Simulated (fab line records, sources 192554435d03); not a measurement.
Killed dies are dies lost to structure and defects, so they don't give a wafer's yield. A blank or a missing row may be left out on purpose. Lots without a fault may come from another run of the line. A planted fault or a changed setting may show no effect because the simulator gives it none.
Chamber matching | flow n5_finfet | N5_BEOL_M15_STRIP_36 on rie_diel-06: 4 sister chambers
The step strips in O2. 8 wafers are shown with their chamber, then 12 later ones without.

WAFERS WITH THEIR CHAMBER
wafer  | chamber | drypump_motor_current_A (A) | throttle_valve_pct (%)
L079.4 | 2       | 5.6                         | 16.47
L083.1 | 2       | 5.6                         | 16.49
L081.5 | 1       | 5.8                         | 16.47
L090.2 | 1       | 5.7                         | 16.56
L088.1 | 3       | 6.5                         | 16.28
L092.2 | 0       | 6.3                         | 16.81
L092.4 | 3       | 6.3                         | 16.27
L092.5 | 0       | 6.3                         | 16.81

WAFERS WITHOUT THEIR CHAMBER
wafer  | drypump_motor_current_A (A) | throttle_valve_pct (%)
L093.2 | 5.6                         | 16.50
L093.3 | 6.3                         | 16.86
L093.5 | 6.3                         | 16.84
L095.1 | 5.7                         | 16.54
L095.3 | 5.6                         | 16.51
L095.6 | 5.8                         | 16.52
L096.2 | 5.6                         | 16.54
L096.3 | 5.8                         | 16.57
L096.5 | 5.8                         | 16.56
L094.1 | 5.8                         | 16.54
L094.4 | 6.5                         | 16.32
L094.5 | 6.5                         | 16.29

WHICH CHAMBER EACH WENT THROUGH
wafer  | from the rows above     | in truth
L093.2 | can't be placed: 2 or 1 | 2
L093.3 | 0                       | 0
L093.5 | 0                       | 0
L095.1 | can't be placed: 1 or 2 | 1
L095.3 | can't be placed: 2 or 1 | 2
L095.6 | 1                       | 1
L096.2 | can't be placed: 2 or 1 | 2
L096.3 | can't be placed: 1 or 2 | 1
L096.5 | 1                       | 1
L094.1 | 1                       | 1
L094.4 | 3                       | 3
L094.5 | 3                       | 3
Placed correctly: 7 of 12. Can't be placed from these rows: 5 (the true chamber is among the candidates in 5). Placed wrongly: 0.
How it was worked out, from the rows above alone: a wafer's distance from a chamber is the root of the sum, over the readings, of the square of ((its reading less the chamber's mean) divided by the reading's scatter). The wafer belongs to the nearest chamber; if the next one is less than 2 further off, it can't be placed. A chamber's mean is the mean of its shown wafers. The scatter: the root of (the sum of the squares of (reading less its chamber's mean) over the shown wafers, divided by (wafers less chambers)).
